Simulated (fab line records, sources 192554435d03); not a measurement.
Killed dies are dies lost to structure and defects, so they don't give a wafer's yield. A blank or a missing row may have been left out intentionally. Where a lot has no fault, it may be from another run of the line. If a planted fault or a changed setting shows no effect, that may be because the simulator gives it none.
Which tool was responsible? | flow n5-finfet | 10 lots, 30 wafers sampled, at 5 steps of a route of 1938

== WHAT EACH GAUGE READ, for each wafer ==
N5_WELL_APT_INSPECT_27: inspects for defects (macro). Usual: raw-defect-count reads 2.0 (standard deviation 1.4).
lot  | measured    | on                | raw-defect-count | flag
L225 | day 1 15:26 | defect-inspect-02 | 2 1 0            |
L228 | day 2 08:56 | defect-inspect-02 | 3 0 1            |
L231 | day 3 03:18 | defect-inspect-02 | 0 1 2            |
L235 | day 4 03:25 | defect-inspect-01 | 1 3 2            |
L237 | day 4 15:14 | defect-inspect-01 | 2 2 3            |
L238 | day 4 21:00 | defect-inspect-02 | 0 3 4            |
L239 | day 5 07:28 | defect-inspect-02 | 1 4 2            |
L240 | day 5 09:23 | defect-inspect-02 | 3 1 4            |
L241 | day 5 15:33 | defect-inspect-01 | 1 4 5            |
L243 | day 6 02:46 | defect-inspect-02 | 0 4 2            |

N5_WELL_APT_INSPECT_38: inspects for defects (darkfield). Usual: raw-defect-count reads 13 (standard deviation 5.1).
lot  | measured    | on                | raw-defect-count | flag
L225 | day 1 17:37 | defect-inspect-01 | 14 10 18         |
L228 | day 2 10:37 | defect-inspect-02 | 13 16 12         |
L231 | day 3 05:17 | defect-inspect-01 | 15 18 14         |
L235 | day 4 05:20 | defect-inspect-01 | 16 19 15         |
L237 | day 4 17:05 | defect-inspect-02 | 15 13 15         |
L238 | day 4 23:36 | defect-inspect-02 | 11 13 11         |
L239 | day 5 09:08 | defect-inspect-02 | 11 13 13         |
L240 | day 5 11:28 | defect-inspect-02 | 14 3 11          |
L241 | day 5 17:43 | defect-inspect-02 | 12 9 12          |
L243 | day 6 05:32 | defect-inspect-01 | 17 27 17         |

N5_BEOL_M4_RC_MEAS_101. Usual: CJ_P 5.77, standard deviation 0.22; DIBL_N 36.0 mV/V, standard deviation 1.7; DIBL_P 35.8 mV/V, standard deviation 2; IOFF_N 0.15 nA/um, standard deviation 0.03; IOFF_P 0.20 nA/um, standard deviation 0.037; IOFF_P_LONG 0.000104 nA/um, standard deviation 8.6e-06; ION_N 670 uA/um, standard deviation 12; ION_P 460 uA/um, standard deviation 7.2; SS_N 71.5 mV/dec, standard deviation 0.68; SS_P 73.2 mV/dec, standard deviation 0.65; VT_N 250 mV, standard deviation 3.1; VT_P -251 mV, standard deviation 3.4.
lot  | measured     | on        | CJ_P           | DIBL_N (mV/V)  | DIBL_P (mV/V)  | IOFF_N (nA/um) | IOFF_P (nA/um) | IOFF_P_LONG (nA/um)        | ION_N (uA/um) | ION_P (uA/um) | SS_N (mV/dec)  | SS_P (mV/dec)  | VT_N (mV)   | VT_P (mV)      | flag
L225 | day 8 10:06  | prober-01 | 5.78 5.53 5.29 | 36.0 37.1 36.7 | 37.1 37.0 36.6 | 0.17 0.18 0.18 | 0.24 0.23 0.23 | 0.000115 0.000108 0.000104 | 684 682 669   | 471 464 467   | 71.4 71.3 71.6 | 73.4 73.3 73.3 | 249 248 249 | -247 -248 -247 |
L228 | day 8 09:44  | prober-02 | 5.66 5.76 5.72 | 38.8 37.2 36.9 | 39.1 37.0 35.8 | 0.20 0.16 0.14 | 0.28 0.22 0.21 | 0.000106 0.000107 0.000106 | 671 664 667   | 463 459 460   | 72.0 71.6 72.1 | 74.1 72.7 73.2 | 246 249 250 | -244 -247 -250 |
L231 | day 9 08:45  | prober-01 | 5.68 6.06 5.94 | 36.3 34.4 39.2 | 37.4 36.1 40.2 | 0.15 0.13 0.20 | 0.21 0.18 0.27 | 0.0001 0.000109 0.000107   | 654 663 669   | 448 460 455   | 70.6 71.2 73.0 | 73.9 73.1 74.0 | 248 252 246 | -252 -251 -251 |
L235 | day 10 21:30 | prober-01 | 5.96 5.31 5.70 | 37.7 36.0 34.8 | 38.1 35.1 33.7 | 0.19 0.15 0.13 | 0.27 0.21 0.18 | 0.000116 0.000101 0.00011  | 687 656 678   | 477 455 462   | 71.5 71.8 71.3 | 73.5 72.4 73.1 | 248 249 251 | -244 -249 -249 |
L237 | day 10 21:58 | prober-02 | 5.85 5.61 5.96 | 34.8 37.0 32.8 | 35.7 37.5 32.3 | 0.13 0.16 0.10 | 0.19 0.21 0.14 | 0.000106 0.000101 0.000106 | 672 676 658   | 462 459 451   | 71.4 72.0 71.4 | 73.5 73.7 71.9 | 251 249 255 | -250 -248 -255 |
L238 | day 11 15:01 | prober-01 | 6.07 6.12 6.20 | 36.2 35.2 35.0 | 35.7 35.6 34.7 | 0.14 0.14 0.12 | 0.19 0.20 0.18 | 0.000106 0.00011 0.000109  | 658 684 655   | 453 470 460   | 71.2 71.1 70.1 | 72.7 73.4 72.7 | 252 250 254 | -252 -250 -251 |
L239 | day 11 21:53 | prober-02 | 5.75 5.63 6.10 | 34.5 37.2 37.5 | 34.6 37.2 38.0 | 0.12 0.16 0.16 | 0.16 0.19 0.20 | 9.1e-05 9.1e-05 9.8e-05    | 667 676 672   | 455 457 460   | 71.1 71.5 72.1 | 72.6 72.8 73.8 | 252 250 252 | -255 -254 -253 |
L240 | day 12 17:39 | prober-01 | 5.80 5.93 5.88 | 35.4 35.4 34.2 | 35.2 36.6 32.8 | 0.14 0.16 0.12 | 0.20 0.23 0.17 | 0.000109 0.000111 0.00011  | 676 674 670   | 469 466 457   | 71.5 71.5 71.4 | 73.1 73.0 72.7 | 252 249 251 | -249 -247 -252 |
L241 | day 12 02:13 | prober-01 | 7.40 7.51 6.88 | 36.8 33.2 35.1 | 35.8 33.2 33.6 | 0.17 0.12 0.14 | 0.19 0.16 0.15 | 0.000152 0.00016 0.000127  | 682 677 665   | 461 465 450   | 71.5 70.2 71.2 | 73.4 72.3 73.3 | 247 252 254 | -251 -254 -257 | OFF
L243 | day 12 10:33 | prober-01 | 6.80 7.53 7.59 | 37.5 34.2 33.3 | 38.5 34.1 33.8 | 0.19 0.12 0.11 | 0.20 0.14 0.13 | 0.000115 0.000147 0.000144 | 678 670 655   | 455 453 442   | 72.3 71.8 71.4 | 73.8 73.0 72.8 | 251 255 255 | -252 -259 -259 | OFF

== WHICH TOOL RAN EACH LOT (tool, then ch and the chambers of the sampled wafers, then the start) ==
lot  | N5_ZERO_LAYER_STRIP_24              | N5_WELL_APT_IMPLANT_15
L225 | plasma-asher-02 ch 0,1, day 1 12:53 | implanter-02 ch 0, day 1 14:30
L228 | plasma-asher-01 ch 0,1, day 2 06:55 | implanter-01 ch 0, day 2 08:11
L231 | plasma-asher-01 ch 0,1, day 3 01:05 | implanter-02 ch 0, day 3 02:31
L235 | plasma-asher-01 ch 0,1, day 4 01:25 | implanter-02 ch 0, day 4 02:35
L237 | plasma-asher-02 ch 0,1, day 4 12:59 | implanter-02 ch 0, day 4 14:17
L238 | plasma-asher-01 ch 0,1, day 4 19:01 | implanter-01 ch 0, day 4 20:12
L239 | plasma-asher-01 ch 0,1, day 5 00:53 | implanter-02 ch 0, day 5 06:17
L240 | plasma-asher-02 ch 0,1, day 5 06:54 | implanter-01 ch 0, day 5 08:18
L241 | plasma-asher-02 ch 0,1, day 5 13:14 | implanter-02 ch 0, day 5 14:25
L243 | plasma-asher-01 ch 0,1, day 6 00:56 | implanter-02 ch 0, day 6 01:59
- N5_ZERO_LAYER_STRIP_24: strips in O2.
- N5_WELL_APT_IMPLANT_15

== WHAT THE TOOLS THEMSELVES READ (means of the sampled wafers that have a number; where no wafer has one, the mark that the record gives instead) ==
N5_ZERO_LAYER_STRIP_24. Usual: drypump-motor-current-A 5.67 A, standard deviation 0.2; heater-power-w 331 W, standard deviation 48; oes-product-au 0.647 a.u., standard deviation 0.0048; strip-time-to-endpoint-s 43.85 s, standard deviation 0.099.
lot  | tool            | drypump-motor-current-A (A) | heater-power-w (W) | oes-product-au (a.u.) | strip-time-to-endpoint-s (s) | flag
L225 | plasma-asher-02 | 5.66                        | 355                | 0.640                 | 43.86                        |
L228 | plasma-asher-01 | 5.57                        | 306                | 0.649                 | 43.73                        |
L231 | plasma-asher-01 | 5.59                        | 301                | 0.644                 | 43.74                        |
L235 | plasma-asher-01 | 5.67                        | 301                | 0.646                 | 43.81                        |
L237 | plasma-asher-02 | 5.65                        | 364                | 0.648                 | 43.74                        |
L238 | plasma-asher-01 | 5.66                        | 298                | 0.649                 | 43.90                        |
L239 | plasma-asher-01 | 5.57                        | 307                | 0.645                 | 43.85                        |
L240 | plasma-asher-02 | 5.63                        | 364                | 0.650                 | 43.87                        |
L241 | plasma-asher-02 | 5.67                        | 360                | 0.646                 | 43.93                        |
L243 | plasma-asher-01 | 5.59                        | 305                | 0.647                 | 43.97                        |

N5_WELL_APT_IMPLANT_15. Usual: beam-energy-keV 24.999, standard deviation 0.0069; dose-ions-cm2 1.5003e+13, standard deviation 1.5e+10; faraday-current-uA 190, standard deviation 3.7.
lot  | tool         | beam-energy-keV | dose-ions-cm2 | faraday-current-uA | flag
L225 | implanter-02 | 24.995          | 1.5005e+13    | 191                |
L228 | implanter-01 | 25.002          | 1.5024e+13    | 192                |
L231 | implanter-02 | 25.002          | 1.5005e+13    | 191                |
L235 | implanter-02 | 24.997          | 1.4999e+13    | 192                |
L237 | implanter-02 | 25.005          | 1.5006e+13    | 188                |
L238 | implanter-01 | 24.998          | 1.4998e+13    | 190                |
L239 | implanter-02 | 24.994          | 1.4998e+13    | 193                |
L240 | implanter-01 | 25.006          | 1.4988e+13    | 190                |
L241 | implanter-02 | 24.999          | 2.5000e+13    | 320                | OFF
L243 | implanter-02 | 24.999          | 2.4993e+13    | 319                | OFF

== THE ANSWER, worked out from the rows above alone ==
Rule: lot off if the mean of its wafers having a number is beyond 3 standard deviations from the usual mean. Also off: a lot with no number at a reading for which 4 or more lots have one. All remaining lots with rows at the step are treated as sound. The gauges are gone through in route order, then the tools' own readings, and for those a lot's mean is taken as printed above. The first step at which some lot is off is used, and at that step the reading that is off furthest; a lot without a number counts as furthest.
Off: L241, L243, at N5_BEOL_M4_RC_MEAS_101 (CJ_P).
If a tool, at a process step before that reading, ran all the lots that are off and no sound lot after the first of them, it fits. The gauges at N5_BEOL_M4_RC_MEAS_101 aren't tried: what is off there is off at N5_WELL_APT_IMPLANT_15 too, on other tools, and a gauge's error can't cause that. One fits: implanter-02 at N5_WELL_APT_IMPLANT_15. A fault onset in the window from L239 (day 5 06:17, its last sound lot) to L241 (day 5 14:25, its first lot off) fits.
The tool's own readings at N5_WELL_APT_IMPLANT_15 bear it out: on the lots that are off they differ by more than 5 times the standard deviation of the sound lots' means. dose-ions-cm2 reads 2.4996e+13 there against 1.5003e+13 on the sound lots; faraday-current-uA reads 320 there against 191 on the sound lots.

== WHAT THE SIMULATOR PUT IN ==
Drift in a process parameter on implanter-02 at N5_WELL_APT_IMPLANT_15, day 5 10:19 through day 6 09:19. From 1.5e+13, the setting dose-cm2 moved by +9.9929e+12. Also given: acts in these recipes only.
Shown lots that were struck: L241, L243. Same finding as the rule above.
